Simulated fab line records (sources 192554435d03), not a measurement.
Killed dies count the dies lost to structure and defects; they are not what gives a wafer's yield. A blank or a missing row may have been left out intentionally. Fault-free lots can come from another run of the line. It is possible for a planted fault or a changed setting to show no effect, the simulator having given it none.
Problem report, 8D (eight disciplines) form, completed by code | flow n5Finfet | the parts of the form that need people (team, actions taken, sign-off) are left out

== 1. PROBLEM STATEMENT ==
Wafers with no fault read 14 with a standard deviation of 5.6, whereas killed_at_M4_up at N5_PASSIVATION_PROBE_49 reads a mean of 87 on 1 wafer of 1 lot. Relative to the usual mean, that is a shift of +13 standard deviations.
Earliest sighting: wafer L240.2 on prober-01 at day 16 14:41. At this step, 6 wafers from 2 lots have a number in the record. By rule, "out" or "out of limits" means more than 4 standard deviations away from the usual mean. All remaining wafers that have a number are taken as sound.

== 2. WHAT IT IS; WHAT IT IS NOT ==
question                    | is                           | is not
which readings at this step | killed_at_M4_up, killedOnRim | killed_at_M0_to_M3, killedAtContacts, killedAtFrontEnd, killedAtOther, killedOpen, killedShort, sort_bin_6_memory
which lots                  | L240                         | L225
which wafers of those lots  | L240.2                       | L240.1, L240.3
read on which tools         | prober-01                    | -
when                        | from day 16 14:41            | up to then (4 sound wafers); but 1 sound wafer of L240 came after

== 3. THE SUSPECTS, EACH WITH WHAT RULES IT OUT ==
Counting: if a tool at a process step up to the reading ran every lot that is out, it stays a suspect. Sound lots after the first of them don't rule it out here, since some wafers of a struck lot are sound.
- rieDiel-02 at N5_BEOL_M9_DESCUM_16 (chemistry O2, time 7.9 s): kept. It ran the lot that is out, L240 (day 13 16:43).
- rieDiel-02 at N5_BEOL_M9_ETCH_61 (etches SiARC in CF4, target depth 39 nm, time 65 s): kept. It ran the lot that is out, L240 (day 13 16:46).
- rieDiel-02 at N5_BEOL_M9_ETCH_62 (etches SOC in N2/H2, target depth 110 nm, overetch 22 nm, time 165 s): kept. It ran the lot that is out, L240 (day 13 16:49).
- rieDiel-02 at N5_BEOL_M9_STRIP_67 (strips in CF4): kept. It ran the lot that is out, L240 (day 13 16:58).
- rieMetal-01 at N5_BEOL_M9_HM_OPEN_17 (chemistry Cl2/BCl3, target TiN, target depth 20 nm, overetch 6 nm): kept. It ran the lot that is out, L240 (day 13 17:00).
- rieDiel-02 at N5_BEOL_M9_DESCUM_33 (chemistry O2, time 7 s): kept. It ran the lot that is out, L240 (day 13 18:37).
- prober-01 at N5_PASSIVATION_PROBE_49: kept. The lot that is out, L240, ran on it at day 16 14:38; the last sound lot it ran before that was L225, at day 12 02:49. Its own killed_at_M4_up, killedOnRim readings are out on those wafers.
- At N5_BEOL_M9_DESCUM_16, inside rieDiel-02: chamber 2 took the wafers that are out, while their sound lot-mates went through chambers 1, 3.
- At N5_BEOL_M9_ETCH_61, inside rieDiel-02: chamber 2 took the wafers that are out, while their sound lot-mates went through chambers 1, 3.
- At N5_BEOL_M9_ETCH_62, inside rieDiel-02: chamber 2 took the wafers that are out, while their sound lot-mates went through chambers 1, 3.
- At N5_BEOL_M9_STRIP_67, inside rieDiel-02: chamber 2 took the wafers that are out, while their sound lot-mates went through chambers 1, 3.
- At N5_BEOL_M9_HM_OPEN_17 on rieMetal-01, chamber 0 took the sound wafers of the same lots and chamber 1 took the wafers that are out.
- At N5_BEOL_M9_DESCUM_33, inside rieDiel-02: chamber 2 took the wafers that are out, while their sound lot-mates went through chambers 1, 3.
Left after counting: rieDiel-02 at N5_BEOL_M9_DESCUM_16, rieDiel-02 at N5_BEOL_M9_ETCH_61, rieDiel-02 at N5_BEOL_M9_ETCH_62, rieDiel-02 at N5_BEOL_M9_STRIP_67, rieMetal-01 at N5_BEOL_M9_HM_OPEN_17, rieDiel-02 at N5_BEOL_M9_DESCUM_33, prober-01 at N5_PASSIVATION_PROBE_49.

== 4. THE CAUSE (what the simulator had put in) ==
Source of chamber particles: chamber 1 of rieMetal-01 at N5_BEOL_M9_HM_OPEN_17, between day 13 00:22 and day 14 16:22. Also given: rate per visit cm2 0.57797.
This tool is one of the 7 suspects left after counting.

== 5. SEQUENCE OF EFFECTS, ordered by route ==
Each row: a reading where the mean over the struck wafers with a number is more than 3 standard deviations away from the usual. Readings are gone through only where the record gives a usual standard deviation; hours: the median, over the lots, of the time from a lot's start at the first step in this table giving one to that lot's start at this step; sigmas: the change measured in usual standard deviations.
hours | step                    | reading             | usual | on struck wafers | change | sigmas
0     | N5_BEOL_M9_INSPECT_30   | rawDefectCount      | 395   | 732              | +337   | +3.7
68    | N5_PASSIVATION_PROBE_49 | killed_at_M4_up     | 14    | 87               | +73    | +13
68    | N5_PASSIVATION_PROBE_49 | killedOnRim         | 13    | 31               | +18    | +5.1
68    | N5_PASSIVATION_PROBE_49 | sort_bin_5_function | 5.1 % | 8.1              | +3.0   | +3.4
Process steps it contains:
- N5_PASSIVATION_PROBE_49

== 6. WHAT WOULD HAVE CAUGHT IT SOONER ==
The fault began at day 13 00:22; the first out-of-limits reading in this record came at day 16 14:41, 86 hours later.
Of the tool readings at N5_BEOL_M9_HM_OPEN_17 for which the record gives a usual standard deviation, none was out on any struck wafer, so an alarm limit of 4 standard deviations on them would not have fired.
By day 16 14:41 the whole set of lots that are out, 1 in number, had already begun N5_BEOL_M9_HM_OPEN_17 on rieMetal-01. Had the tool been put on hold then, not one of them would have been saved.
